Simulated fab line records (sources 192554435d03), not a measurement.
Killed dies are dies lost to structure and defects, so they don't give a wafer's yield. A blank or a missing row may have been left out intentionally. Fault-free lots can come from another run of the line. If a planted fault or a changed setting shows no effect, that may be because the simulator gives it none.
Chamber matching | flow n5_finfet | N5_STI_FIN_REVEAL_CMP_04 on cmp-03: 4 sister chambers
The step polishes, stops on Si3N4, t overpolish 4 s, target thk 131.83 nm. 4 wafers are shown with their chamber, then 8 later ones without.

## EACH WAFER AND ITS CHAMBER
wafer  | chamber | motor_current_A (A)
L760.4 | 3       | 7.8
L762.5 | 1       | 9.2
L762.6 | 0       | 8.7
L764.1 | 2       | 7.3

## WAFERS WHOSE CHAMBER IS MISSING
wafer  | motor_current_A (A)
L764.2 | 8.7
L764.6 | 7.5
L766.2 | 8.6
L766.3 | 8.4
L766.6 | 7.7
L767.1 | 8.4
L767.2 | 8.5
L767.6 | 7.5

## WHICH CHAMBER EACH WENT THROUGH
wafer  | from the rows above     | in truth
L764.2 | 0                       | 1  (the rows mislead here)
L764.6 | can't be placed: 2 or 3 | 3
L766.2 | 0                       | 0
L766.3 | can't be placed: 0 or 3 | 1
L766.6 | can't be placed: 3 or 2 | 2
L767.1 | can't be placed: 0 or 3 | 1
L767.2 | 0                       | 0
L767.6 | can't be placed: 2 or 3 | 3
Correctly placed: 2 of 8. These rows do not allow placing 5 (true chamber among the candidates in 3). Placed wrongly: 1.
How it was worked out, from the rows above alone: a wafer's distance from a chamber is the root of the sum, over the readings, of the square of ((its reading less the chamber's mean) divided by the reading's scatter). If the next closest chamber is less than 2 further off than the closest, the wafer can't be placed; otherwise it belongs to the closest. The mean given for a chamber averages the wafers shown for that chamber. The scatter (one wafer shown for each chamber): square how far every hidden wafer sits from the nearest shown wafer, average those squares and take the square root.
